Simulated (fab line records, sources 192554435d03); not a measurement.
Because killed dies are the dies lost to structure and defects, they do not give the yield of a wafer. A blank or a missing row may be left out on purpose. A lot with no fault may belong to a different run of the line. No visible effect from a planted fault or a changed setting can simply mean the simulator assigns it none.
A single fault, viewed from 2 desks / flow n5Finfet / only its own numbers are on each desk; what lay behind them is given at the end

AT THE METROLOGY DESK
What the gauges read for every lot (on any tool): the sampled wafers with a number, averaged. If a lot's mean is further than 4 standard deviations from the usual mean, the lot is out of limits and carries the mark OUT (the distance appears in the brackets).
Columns: A = thkNm at N5_SD_EPI_P_EPI_MEAS_23, usual 60.9 nm
lot=L364; first seen here=day 3 22:27; A=62.6
lot=L365; first seen here=day 4 05:05; A=61.7
lot=L366; first seen here=day 4 11:04; A=60.0
lot=L369; first seen here=day 5 06:55; A=61.7
lot=L370; first seen here=day 5 10:42; A=61.0
lot=L373; first seen here=day 6 02:41; A=60.8
lot=L374; first seen here=day 6 12:06; A=61.3
lot=L380; first seen here=day 7 21:32; A=50.2 (-8.2) OUT
lot=L381; first seen here=day 8 05:02; A=51.8 (-7.0) OUT
lot=L385; first seen here=day 9 05:50; A=60.2
This desk finds L380, L381 out of limits, L380 being first, at day 7 21:32 (thkNm at N5_SD_EPI_P_EPI_MEAS_23). L364, L365, L366, L369, L370, L373, L374, L385: within limits.

AT THE TOOL OWNER'S DESK: epiRpcvd-03
The tool's own readings at N5_SD_EPI_P_EPI_21 (deposits SiGe:B, time 355 s): means of the sampled wafers that have a number, for each lot that ran on this tool. If a lot's mean is further than 4 standard deviations from the usual mean, the lot is out of limits and carries the mark OUT (the distance appears in the brackets).
Columns: A = susceptor_temp_C_max at N5_SD_EPI_P_EPI_21, usual 551.1
lot=L364; first seen here=day 3 20:37; A=550.6
lot=L365; first seen here=day 4 03:57; A=550.5
lot=L370; first seen here=day 5 08:52; A=550.9
lot=L374; first seen here=day 6 09:40; A=550.8
lot=L380; first seen here=day 7 20:03; A=550.8
lot=L381; first seen here=day 8 02:50; A=551.0
Result from this desk: across the 6 lots, nothing is out of limits.

BROUGHT TOGETHER
On L380, L381, the metrology desk was in a position to raise an alarm at day 7 21:32.
Nothing out of limits was seen by the tool owner's desk.
The tool owner's desk has L380, L381 on record, within its limits.
On epiRpcvd-03, each named lot ran N5_SD_EPI_P_EPI_21.

WHAT THE SIMULATOR HAD PUT IN
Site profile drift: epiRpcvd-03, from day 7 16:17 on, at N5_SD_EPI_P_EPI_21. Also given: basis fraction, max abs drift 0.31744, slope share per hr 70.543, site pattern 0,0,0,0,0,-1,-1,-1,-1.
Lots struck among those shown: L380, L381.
Hours from the fault's start to each desk's first reading out of limits: the metrology desk, 5.
